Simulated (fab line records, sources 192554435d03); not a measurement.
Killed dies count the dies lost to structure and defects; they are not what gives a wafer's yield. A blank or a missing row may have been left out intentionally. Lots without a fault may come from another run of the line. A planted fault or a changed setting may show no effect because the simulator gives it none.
Lot-split experiment / flow n5_finfet / 7 lots, 39 wafers read, on a route of 1938 steps

THE SPLIT
At N5_MOL_CONTACT_COAG_ETCHBACK_135 (etches SiO2 in CHF3, target depth 25 nm, time 16.7 s), the setting target_depth_a was moved away from the recipe's 250 angstrom on 12 of the 39 wafers read, by -43.2% to +46.4%. All remaining wafers had this setting at the recipe value.

FROM SPLIT TO READING: 1 step shown by the file between the two
- N5_MOL_CONTACT_COAG_STRIP_118: strips in CHF3

THE READING
SOC_of_MOL_CONTACT_COAG_COAT_75.thk_nm (the simulator's own value, which no gauge read), in nm, at N5_MOL_CONTACT_COAG_VIA_ETCH_46 (etches SiO2 in C4F6/O2, target depth 46 nm, overetch 9.2 nm, time 40 s). The file gives no usual value for it. Here, 27 wafers ran the recipe; their average is 50.7 nm with a standard deviation of 0.22 nm.

wafer=L074.1; tool, chamber at the split=rie_diel-04, 0,3; target_depth_a as run, angstrom=339.1; against the recipe=+35.6%; SOC_of_MOL_CONTACT_COAG_COAT_75.thk_nm, nm=49.4; against lot-mates on the recipe=-1.1
wafer=L074.2; tool, chamber at the split=rie_diel-04, 2; target_depth_a as run, angstrom=250; against the recipe=recipe; SOC_of_MOL_CONTACT_COAG_COAT_75.thk_nm, nm=50.4; against lot-mates on the recipe=-
wafer=L074.5; tool, chamber at the split=rie_diel-04, 2; target_depth_a as run, angstrom=250; against the recipe=recipe; SOC_of_MOL_CONTACT_COAG_COAT_75.thk_nm, nm=50.4; against lot-mates on the recipe=-
wafer=L074.3; tool, chamber at the split=rie_diel-04, 1; target_depth_a as run, angstrom=250; against the recipe=recipe; SOC_of_MOL_CONTACT_COAG_COAT_75.thk_nm, nm=50.6; against lot-mates on the recipe=-
wafer=L074.4; tool, chamber at the split=rie_diel-04, 0,3; target_depth_a as run, angstrom=339.1; against the recipe=+35.6%; SOC_of_MOL_CONTACT_COAG_COAT_75.thk_nm, nm=49.6; against lot-mates on the recipe=-0.9
wafer=L074.6; tool, chamber at the split=rie_diel-04, 3; target_depth_a as run, angstrom=339.1; against the recipe=+35.6%; SOC_of_MOL_CONTACT_COAG_COAT_75.thk_nm, nm=49.8; against lot-mates on the recipe=-0.7
wafer=L078.1; tool, chamber at the split=rie_diel-05, 3,1; target_depth_a as run, angstrom=250; against the recipe=recipe; SOC_of_MOL_CONTACT_COAG_COAT_75.thk_nm, nm=50.8; against lot-mates on the recipe=-
wafer=L078.2; tool, chamber at the split=rie_diel-05, 0; target_depth_a as run, angstrom=250; against the recipe=recipe; SOC_of_MOL_CONTACT_COAG_COAT_75.thk_nm, nm=51; against lot-mates on the recipe=-
wafer=L078.3; tool, chamber at the split=rie_diel-05, 1; target_depth_a as run, angstrom=312.1; against the recipe=+24.8%; SOC_of_MOL_CONTACT_COAG_COAT_75.thk_nm, nm=49.8; against lot-mates on the recipe=-0.9
wafer=L078.4; tool, chamber at the split=rie_diel-05, 3; target_depth_a as run, angstrom=312.1; against the recipe=+24.8%; SOC_of_MOL_CONTACT_COAG_COAT_75.thk_nm, nm=50; against lot-mates on the recipe=-0.7
wafer=L078.5; tool, chamber at the split=rie_diel-05, 3,1; target_depth_a as run, angstrom=250; against the recipe=recipe; SOC_of_MOL_CONTACT_COAG_COAT_75.thk_nm, nm=50.4; against lot-mates on the recipe=-
wafer=L078.6; tool, chamber at the split=rie_diel-05, 0; target_depth_a as run, angstrom=312.1; against the recipe=+24.8%; SOC_of_MOL_CONTACT_COAG_COAT_75.thk_nm, nm=50.2; against lot-mates on the recipe=-0.5
wafer=L079.1; tool, chamber at the split=rie_diel-04, 2,3,0,2,1; target_depth_a as run, angstrom=250; against the recipe=recipe; SOC_of_MOL_CONTACT_COAG_COAT_75.thk_nm, nm=50.6; against lot-mates on the recipe=-
wafer=L079.2; tool, chamber at the split=rie_diel-04, 2,3,0,2,1; target_depth_a as run, angstrom=250; against the recipe=recipe; SOC_of_MOL_CONTACT_COAG_COAT_75.thk_nm, nm=50.6; against lot-mates on the recipe=-
wafer=L079.5; tool, chamber at the split=rie_diel-04, 2,3,0,2,1; target_depth_a as run, angstrom=250; against the recipe=recipe; SOC_of_MOL_CONTACT_COAG_COAT_75.thk_nm, nm=50.6; against lot-mates on the recipe=-
wafer=L079.3; tool, chamber at the split=rie_diel-04, 2,3,0,2,1; target_depth_a as run, angstrom=250; against the recipe=recipe; SOC_of_MOL_CONTACT_COAG_COAT_75.thk_nm, nm=50.8; against lot-mates on the recipe=-
wafer=L079.6; tool, chamber at the split=rie_diel-04, 2,3,0,2,1; target_depth_a as run, angstrom=250; against the recipe=recipe; SOC_of_MOL_CONTACT_COAG_COAT_75.thk_nm, nm=50.8; against lot-mates on the recipe=-
wafer=L079.4; tool, chamber at the split=rie_diel-04, 1; target_depth_a as run, angstrom=250; against the recipe=recipe; SOC_of_MOL_CONTACT_COAG_COAT_75.thk_nm, nm=51; against lot-mates on the recipe=-
wafer=L082.2; tool, chamber at the split=rie_diel-06, 1,0; target_depth_a as run, angstrom=250; against the recipe=recipe; SOC_of_MOL_CONTACT_COAG_COAT_75.thk_nm, nm=50.6; against lot-mates on the recipe=-
wafer=L082.3; tool, chamber at the split=rie_diel-06, 1,0; target_depth_a as run, angstrom=250; against the recipe=recipe; SOC_of_MOL_CONTACT_COAG_COAT_75.thk_nm, nm=50.4; against lot-mates on the recipe=-
wafer=L082.6; tool, chamber at the split=rie_diel-06, 0; target_depth_a as run, angstrom=250; against the recipe=recipe; SOC_of_MOL_CONTACT_COAG_COAT_75.thk_nm, nm=50.2; against lot-mates on the recipe=-
wafer=L085.1; tool, chamber at the split=rie_diel-06, 0,3,2; target_depth_a as run, angstrom=142.1; against the recipe=-43.2%; SOC_of_MOL_CONTACT_COAG_COAT_75.thk_nm, nm=51.8; against lot-mates on the recipe=+0.9
wafer=L085.3; tool, chamber at the split=rie_diel-06, 0,3,2; target_depth_a as run, angstrom=142.1; against the recipe=-43.2%; SOC_of_MOL_CONTACT_COAG_COAT_75.thk_nm, nm=51.8; against lot-mates on the recipe=+0.9
wafer=L085.2; tool, chamber at the split=rie_diel-06, 2; target_depth_a as run, angstrom=250; against the recipe=recipe; SOC_of_MOL_CONTACT_COAG_COAT_75.thk_nm, nm=51; against lot-mates on the recipe=-
wafer=L085.4; tool, chamber at the split=rie_diel-06, 1,3; target_depth_a as run, angstrom=250; against the recipe=recipe; SOC_of_MOL_CONTACT_COAG_COAT_75.thk_nm, nm=50.8; against lot-mates on the recipe=-
wafer=L085.6; tool, chamber at the split=rie_diel-06, 1,3; target_depth_a as run, angstrom=250; against the recipe=recipe; SOC_of_MOL_CONTACT_COAG_COAT_75.thk_nm, nm=50.8; against lot-mates on the recipe=-
wafer=L085.5; tool, chamber at the split=rie_diel-06, 0,3,2; target_depth_a as run, angstrom=142.1; against the recipe=-43.2%; SOC_of_MOL_CONTACT_COAG_COAT_75.thk_nm, nm=52; against lot-mates on the recipe=+1.1
wafer=L089.1; tool, chamber at the split=rie_diel-05, 3,0,0,1; target_depth_a as run, angstrom=250; against the recipe=recipe; SOC_of_MOL_CONTACT_COAG_COAT_75.thk_nm, nm=50.8; against lot-mates on the recipe=-
wafer=L089.2; tool, chamber at the split=rie_diel-05, 1,2; target_depth_a as run, angstrom=250; against the recipe=recipe; SOC_of_MOL_CONTACT_COAG_COAT_75.thk_nm, nm=50.4; against lot-mates on the recipe=-
wafer=L089.3; tool, chamber at the split=rie_diel-05, 1,2; target_depth_a as run, angstrom=250; against the recipe=recipe; SOC_of_MOL_CONTACT_COAG_COAT_75.thk_nm, nm=50.6; against lot-mates on the recipe=-
wafer=L089.6; tool, chamber at the split=rie_diel-05, 3,0,0,1; target_depth_a as run, angstrom=250; against the recipe=recipe; SOC_of_MOL_CONTACT_COAG_COAT_75.thk_nm, nm=50.6; against lot-mates on the recipe=-
wafer=L089.4; tool, chamber at the split=rie_diel-05, 3,0,0,1; target_depth_a as run, angstrom=250; against the recipe=recipe; SOC_of_MOL_CONTACT_COAG_COAT_75.thk_nm, nm=51; against lot-mates on the recipe=-
wafer=L089.5; tool, chamber at the split=rie_diel-05, 3,0,0,1; target_depth_a as run, angstrom=250; against the recipe=recipe; SOC_of_MOL_CONTACT_COAG_COAT_75.thk_nm, nm=51; against lot-mates on the recipe=-
wafer=L090.1; tool, chamber at the split=rie_diel-04, 2; target_depth_a as run, angstrom=366.1; against the recipe=+46.4%; SOC_of_MOL_CONTACT_COAG_COAT_75.thk_nm, nm=49.2; against lot-mates on the recipe=-1.5
wafer=L090.2; tool, chamber at the split=rie_diel-04, 1,0,3; target_depth_a as run, angstrom=250; against the recipe=recipe; SOC_of_MOL_CONTACT_COAG_COAT_75.thk_nm, nm=50.8; against lot-mates on the recipe=-
wafer=L090.3; tool, chamber at the split=rie_diel-04, 3; target_depth_a as run, angstrom=366.1; against the recipe=+46.4%; SOC_of_MOL_CONTACT_COAG_COAT_75.thk_nm, nm=49.4; against lot-mates on the recipe=-1.3
wafer=L090.4; tool, chamber at the split=rie_diel-04, 1,0,3; target_depth_a as run, angstrom=250; against the recipe=recipe; SOC_of_MOL_CONTACT_COAG_COAT_75.thk_nm, nm=50.6; against lot-mates on the recipe=-
wafer=L090.6; tool, chamber at the split=rie_diel-04, 1,0,3; target_depth_a as run, angstrom=250; against the recipe=recipe; SOC_of_MOL_CONTACT_COAG_COAT_75.thk_nm, nm=50.6; against lot-mates on the recipe=-
wafer=L090.5; tool, chamber at the split=rie_diel-04, 0; target_depth_a as run, angstrom=366.1; against the recipe=+46.4%; SOC_of_MOL_CONTACT_COAG_COAT_75.thk_nm, nm=49.6; against lot-mates on the recipe=-1.1
When a row names more than one chamber, that row covers several wafers, and the file does not tell which wafer ran in which chamber.

THE FIT
A straight line over all 39 wafers: SOC_of_MOL_CONTACT_COAG_COAT_75.thk_nm changes by -0.028 nm for each +1% of target_depth_a; r = -0.94; the points scatter about the line by 0.21 nm.
The same after taking each lot's own level away (the mean of its wafers on the recipe; 39 wafers): -0.0254 nm for each +1%; r = -0.95; scatter 0.17 nm.
The reading moves by 1.2 nm for the largest change in target_depth_a, on that fit.
Measured against the standard deviation above, the lots' own levels, which go from 50.40 to 50.87 nm, span 2.1 times it.
So the lot-to-lot level changes the slope: the two fits differ.
Check: -1.16 nm against its lot-mates is what the line predicts for one of the wafers moved furthest among these (+46.4%) when that wafer is left out of the fit. It came out at -1.47 nm against them.

THESE WAFERS: OTHER SPLITS
These wafers also went through other splits before the reading. Each is held against what the fit with the lots' levels taken away leaves over:
other split on the same wafers=N5_FIN_SAQP_ETCH_65 time_s; wafers away from the commonest value=15; r with SOC_of_MOL_CONTACT_COAG_COAT_75.thk_nm (lot level and that fit taken away)=-0.13
other split on the same wafers=N5_SD_EPI_N_ETCH_45 target_depth_a; wafers away from the commonest value=12; r with SOC_of_MOL_CONTACT_COAG_COAT_75.thk_nm (lot level and that fit taken away)=+0.18
other split on the same wafers=N5_HKMG_FIN_ETCH_55 time_s; wafers away from the commonest value=15; r with SOC_of_MOL_CONTACT_COAG_COAT_75.thk_nm (lot level and that fit taken away)=+0.01

THE WHOLE CHAIN: every reading that the file lists as answering this split, in the file's order
step=N5_MOL_CONTACT_COAG_ETCHBACK_135; what it does=etches SiO2 in CHF3, target depth 25 nm, time 16.7 s; reading=SOC_of_MOL_CONTACT_COAG_COAT_75.thk_nm (the simulator's own value, which no gauge read); change (the file's fit)=-0.027 nm for each +1% of the setting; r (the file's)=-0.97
step=N5_MOL_CONTACT_COAG_VIA_ETCH_46; what it does=etches SiO2 in C4F6/O2, target depth 46 nm, overetch 9.2 nm, time 40 s; reading=SOC_of_MOL_CONTACT_COAG_COAT_75.thk_nm (the simulator's own value, which no gauge read); change (the file's fit)=-0.0256 nm for each +1% of the setting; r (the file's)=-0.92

FILE'S OWN FIT
SOC_of_MOL_CONTACT_COAG_COAT_75.thk_nm changes by -0.0256 nm for each +1% of target_depth_a, r = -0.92.
